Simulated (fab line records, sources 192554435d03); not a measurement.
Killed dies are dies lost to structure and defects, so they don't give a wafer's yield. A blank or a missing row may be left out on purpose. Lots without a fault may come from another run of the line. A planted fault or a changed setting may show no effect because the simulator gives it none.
Which tool did it? | flow n5_finfet | 9 lots, 26 wafers sampled, at 7 steps of a route of 1938

WHAT THE GAUGES READ, wafer by wafer
N5_DUMMY_GATE_CD_MEAS_50: target cd 14 nm. Usual: cd_nm 14.0 nm, standard deviation 0.37.
lot  | measured    | on        | cd_nm (nm)     | flag
L250 | day 3 04:40 | cd_sem-03 | 14.3 14.8 13.9 |
L255 | day 4 11:02 | cd_sem-01 | 13.8 13.9 13.7 |
L257 | day 5 00:51 | cd_sem-02 | 17.3 17.3 17.5 | OFF
L259 | day 5 14:14 | cd_sem-01 | 17.7 17.4 17.8 | OFF
L264 | day 6 16:25 | cd_sem-02 | 14.1 14.1 14.3 |
L269 | day 8 00:46 | cd_sem-03 | 13.8 13.6 14.1 |
L270 | day 8 08:50 | cd_sem-02 | 13.3 14.1 14.0 |
L271 | day 8 15:46 | cd_sem-02 | 13.4 13.5      |
L272 | day 8 17:04 | cd_sem-01 | 13.7 14.4 13.7 |

N5_DUMMY_GATE_CD_MEAS_24: target cd 15 nm. Usual: cd_nm 15.0 nm, standard deviation 0.45.
lot  | measured    | on        | cd_nm (nm)     | flag
L250 | day 3 05:10 | cd_sem-01 | 15.4 15.6 15.1 |
L255 | day 4 11:32 | cd_sem-01 | 15.0 14.9 14.8 |
L257 | day 5 01:22 | cd_sem-02 | 17.9 18.5 18.5 | OFF
L259 | day 5 14:44 | cd_sem-02 | 17.9 18.5 18.6 | OFF
L264 | day 6 17:03 | cd_sem-02 | 15.5 14.8 15.4 |
L269 | day 8 01:16 | cd_sem-03 | 14.8 14.7 14.8 |
L270 | day 8 09:20 | cd_sem-03 | 14.1 14.5 15.3 |
L271 | day 8 16:19 | cd_sem-02 | 13.8 14.7      |
L272 | day 8 17:34 | cd_sem-01 | 14.7 15.2 14.6 |

N5_BEOL_M4_RC_MEAS_101. Usual: DIBL_N 36.0 mV/V, standard deviation 1.7; DIBL_P 36.2 mV/V, standard deviation 2.3; IOFF_N 0.16 nA/um, standard deviation 0.03; IOFF_P 0.21 nA/um, standard deviation 0.036; ION_N 679 uA/um, standard deviation 11; ION_P 465 uA/um, standard deviation 7.1; SS_N 71.4 mV/dec, standard deviation 0.58; SS_P 73.3 mV/dec, standard deviation 0.75; VT_N 249 mV, standard deviation 3.1; VT_P -251 mV, standard deviation 3.5.
lot  | measured     | on        | DIBL_N (mV/V)  | DIBL_P (mV/V)  | IOFF_N (nA/um) | IOFF_P (nA/um) | ION_N (uA/um) | ION_P (uA/um) | SS_N (mV/dec)  | SS_P (mV/dec)  | VT_N (mV)   | VT_P (mV)      | flag
L250 | day 8 21:14  | prober-01 | 33.9 32.7 35.4 | 33.3 31.5 35.5 | 0.14 0.12 0.15 | 0.19 0.17 0.21 | 673 665 683   | 461 459 467   | 71.0 70.9 70.4 | 73.1 72.2 72.8 | 248 252 249 | -250 -253 -249 |
L255 | day 9 15:16  | prober-02 | 36.0 36.5 37.4 | 36.1 37.2 38.2 | 0.16 0.17 0.18 | 0.22 0.23 0.25 | 680 685 682   | 466 469 469   | 71.1 71.6 72.0 | 73.6 73.7 74.6 | 250 247 248 | -249 -246 -248 |
L264 | day 11 19:26 | prober-01 | 33.6 35.7 35.5 | 34.0 35.9 35.8 | 0.16 0.18 0.18 | 0.19 0.20 0.21 | 687 697 695   | 461 464 463   | 71.4 71.6 71.7 | 73.0 73.0 73.6 | 249 247 246 | -254 -250 -250 |
L269 | day 13 18:41 | prober-02 | 36.4 37.2 38.1 | 37.7 38.2 39.5 | 0.16 0.18 0.20 | 0.22 0.23 0.25 | 681 680 699   | 469 464 476   | 71.8 71.8 71.8 | 73.6 74.4 74.7 | 249 249 245 | -251 -252 -249 |
L270 | day 14 01:46 | prober-01 | 37.9 38.5 37.8 | 36.6 37.6 37.1 | 0.17 0.20 0.19 | 0.21 0.24 0.22 | 691 696 703   | 463 469 470   | 71.6 71.7 71.1 | 73.4 74.8 73.7 | 248 245 245 | -250 -247 -249 |
L271 | day 14 09:19 | prober-02 | 40.8 36.5      | 43.6 37.9      | 0.28 0.16      | 0.32 0.22      | 701 672       | 481 462       | 72.3 72.2      | 74.5 72.9      | 241 253     | -247 -250      |
L272 | day 14 04:23 | prober-01 | 37.0 36.6 38.6 | 37.6 37.2 39.7 | 0.16 0.17 0.20 | 0.22 0.22 0.27 | 687 683 688   | 469 462 470   | 71.7 71.3 72.0 | 73.4 73.8 74.9 | 250 247 245 | -251 -252 -249 |

WHICH TOOL RAN EACH LOT (tool, then ch and the chambers of the sampled wafers, then the start)
lot  | N5_STI_FIN_REVEAL_OXIDATION_33      | N5_DUMMY_GATE_ETCH_29             | N5_DUMMY_GATE_TRIM_49           | N5_DUMMY_GATE_ETCH_32
L250 | plasma_asher-01 ch 0,1, day 2 19:12 | rie_diel-04 ch 0,1,3, day 3 04:21 | rie_si-01 ch 1,2, day 3 04:31   | rie_si-04 ch 2,3, day 3 04:57
L255 | plasma_asher-02 ch 0, day 4 00:29   | rie_diel-02 ch 0,3, day 4 10:30   | rie_si-04 ch 0,1,2, day 4 10:40 | rie_si-02 ch 1,3, day 4 11:20
L257 | plasma_asher-01 ch 0,1, day 4 13:55 | rie_diel-02 ch 0,2, day 5 00:32   | rie_si-04 ch 2,3, day 5 00:42   | rie_si-01 ch 0,1, day 5 01:10
L259 | plasma_asher-02 ch 0,1, day 5 01:34 | rie_diel-04 ch 0,1,2, day 5 13:55 | rie_si-04 ch 1,2,3, day 5 14:05 | rie_si-02 ch 1,3, day 5 14:32
L264 | plasma_asher-02 ch 0,1, day 6 06:46 | rie_diel-03 ch 0,2,3, day 6 16:06 | rie_si-01 ch 0,1,3, day 6 16:18 | rie_si-02 ch 0,3, day 6 16:50
L269 | plasma_asher-02 ch 0,1, day 7 15:23 | rie_diel-02 ch 1,3, day 8 00:26   | rie_si-04 ch 0,1, day 8 00:35   | rie_si-01 ch 0,1,2, day 8 01:04
L270 | plasma_asher-02 ch 0,1, day 7 21:07 | rie_diel-04 ch 1,3, day 8 08:32   | rie_si-04 ch 1,2,3, day 8 08:41 | rie_si-02 ch 1,3, day 8 09:08
L271 | plasma_asher-01 ch 0, day 8 02:02   | rie_diel-02 ch 1, day 8 15:25     | rie_si-02 ch 2,3, day 8 15:35   | rie_si-04 ch 0,2, day 8 16:06
L272 | plasma_asher-01 ch 0,1, day 8 07:23 | rie_diel-02 ch 1,2,3, day 8 16:44 | rie_si-04 ch 0,1,2, day 8 16:54 | rie_si-02 ch 0,2, day 8 17:22
- N5_STI_FIN_REVEAL_OXIDATION_33: chemistry O2 PLASMA REMOTE, time 20 s.
- N5_DUMMY_GATE_ETCH_29: etches underlayer in N2/H2, target depth 13 nm.
- N5_DUMMY_GATE_TRIM_49: chemistry O2, time 29 s, target cd 14 nm.
- N5_DUMMY_GATE_ETCH_32: etches SiO2 in CF4, target depth 3.5 nm, time 3.9 s.

WHAT THE TOOLS THEMSELVES READ (means of the sampled wafers that have a number; where no wafer has one, the mark that the record gives instead)
N5_STI_FIN_REVEAL_OXIDATION_33. Usual: drypump_motor_current_A 5.8 A, standard deviation 0.33; heater_power_w 152 W, standard deviation 15; temp_c_max 150.74, standard deviation 0.23.
lot  | tool            | drypump_motor_current_A (A) | heater_power_w (W) | temp_c_max | flag
L250 | plasma_asher-01 | 5.7                         | 140                | 150.77     |
L255 | plasma_asher-02 | 5.5                         | 157                | 150.65     |
L257 | plasma_asher-01 | 5.8                         | 155                | 150.97     |
L259 | plasma_asher-02 | 5.7                         | 158                | 150.71     |
L264 | plasma_asher-02 | 5.7                         | 161                | 150.72     |
L269 | plasma_asher-02 | 5.8                         | 159                | 150.56     |
L270 | plasma_asher-02 | 5.6                         | 161                | 150.66     |
L271 | plasma_asher-01 | 5.4                         | 128                | 150.74     |
L272 | plasma_asher-01 | 5.9                         | 153                | 150.77     |

N5_DUMMY_GATE_ETCH_29. Usual: drypump_motor_current_A 5.7 A, standard deviation 0.39; oes_product_au 0.78 a.u., standard deviation 0.077; rf_vpp_V 523.6 V, standard deviation 2.6; showerhead_plenum_p_Torr 2.54 Torr, standard deviation 0.088; throttle_valve_pct 17.92 %, standard deviation 0.2.
lot  | tool        | drypump_motor_current_A (A) | oes_product_au (a.u.) | rf_vpp_V (V) | showerhead_plenum_p_Torr (Torr) | throttle_valve_pct (%) | flag
L250 | rie_diel-04 | 6.2                         | 0.80                  | 522.1        | 2.48                            | 17.89                  |
L255 | rie_diel-02 | 5.2                         | 0.79                  | 519.8        | 2.43                            | 17.93                  |
L257 | rie_diel-02 | 5.3                         | 0.77                  | 520.3        | 2.42                            | 17.97                  |
L259 | rie_diel-04 | 6.0                         | 0.77                  | 523.3        | 2.51                            | 17.90                  |
L264 | rie_diel-03 | 5.8                         | 0.82                  | 525.3        | 2.60                            | 17.99                  |
L269 | rie_diel-02 | 5.3                         | 0.79                  | 522.9        | 2.52                            | 17.75                  |
L270 | rie_diel-04 | 6.1                         | 0.92                  | 523.3        | 2.52                            | 17.70                  |
L271 | rie_diel-02 | 5.2                         | 0.90                  | 521.6        | 2.49                            | 17.61                  |
L272 | rie_diel-02 | 5.5                         | 0.77                  | 522.7        | 2.51                            | 17.78                  |

N5_DUMMY_GATE_TRIM_49. Usual: drypump_motor_current_A 5.9 A, standard deviation 0.41; oes_product_au 0.993 a.u., standard deviation 0.021; throttle_valve_pct 8.12 %, standard deviation 0.14.
lot  | tool      | drypump_motor_current_A (A) | oes_product_au (a.u.) | throttle_valve_pct (%) | flag
L250 | rie_si-01 | 5.9                         | 0.994                 | 8.35                   |
L255 | rie_si-04 | 6.1                         | 0.987                 | 8.11                   |
L257 | rie_si-04 | 5.9                         | 0.734                 | 7.93                   | OFF
L259 | rie_si-04 | 6.1                         | 0.746                 | 7.99                   | OFF
L264 | rie_si-01 | 5.7                         | 1.001                 | 8.16                   |
L269 | rie_si-04 | 6.0                         | 0.981                 | 8.16                   |
L270 | rie_si-04 | 6.1                         | 0.991                 | 7.99                   |
L271 | rie_si-02 | 5.7                         | 0.996                 | 8.22                   |
L272 | rie_si-04 | 6.1                         | 0.984                 | 8.13                   |

N5_DUMMY_GATE_ETCH_32. Usual: drypump_motor_current_A 5.9 A, standard deviation 0.41; oes_product_au 0.999 a.u., standard deviation 0.023; throttle_valve_pct 21.72 %, standard deviation 0.16.
lot  | tool      | drypump_motor_current_A (A) | oes_product_au (a.u.) | throttle_valve_pct (%) | flag
L250 | rie_si-04 | 5.9                         | 0.994                 | 21.75                  |
L255 | rie_si-02 | 6.1                         | 0.996                 | 21.60                  |
L257 | rie_si-01 | 5.4                         | 1.015                 | 21.71                  |
L259 | rie_si-02 | 6.2                         | 1.007                 | 21.60                  |
L264 | rie_si-02 | 6.0                         | 1.031                 | 21.71                  |
L269 | rie_si-01 | 5.6                         | 1.013                 | 21.76                  |
L270 | rie_si-02 | 6.1                         | 1.024                 | 21.64                  |
L271 | rie_si-04 | 5.8                         | 0.975                 | 21.86                  |
L272 | rie_si-02 | 5.7                         | 1.011                 | 21.70                  |

THE ANSWER, worked out from the rows above alone
Rule: a lot is off if the mean of its wafers that have a number lies more than 3 standard deviations from the usual mean. A lot without any number at a reading at which 4 lots or more have one is off too. The other lots that the step has rows for count as sound. The gauges are gone through in route order, then the tools' own readings, and for those a lot's mean is taken as printed above. The first step at which some lot is off is used, and at that step the reading that is off furthest; a lot without a number counts as furthest.
Off: L257, L259, at N5_DUMMY_GATE_CD_MEAS_50 (cd_nm).
A tool fits if, at a process step before that reading, it ran every lot that is off, and no sound lot after the first of them. The gauges at N5_DUMMY_GATE_CD_MEAS_50 aren't tried: what is off there is off at N5_DUMMY_GATE_TRIM_49 too, on other tools, and a gauge's error can't cause that. None of those tried fits.

WHAT THE SIMULATOR HAD PUT IN
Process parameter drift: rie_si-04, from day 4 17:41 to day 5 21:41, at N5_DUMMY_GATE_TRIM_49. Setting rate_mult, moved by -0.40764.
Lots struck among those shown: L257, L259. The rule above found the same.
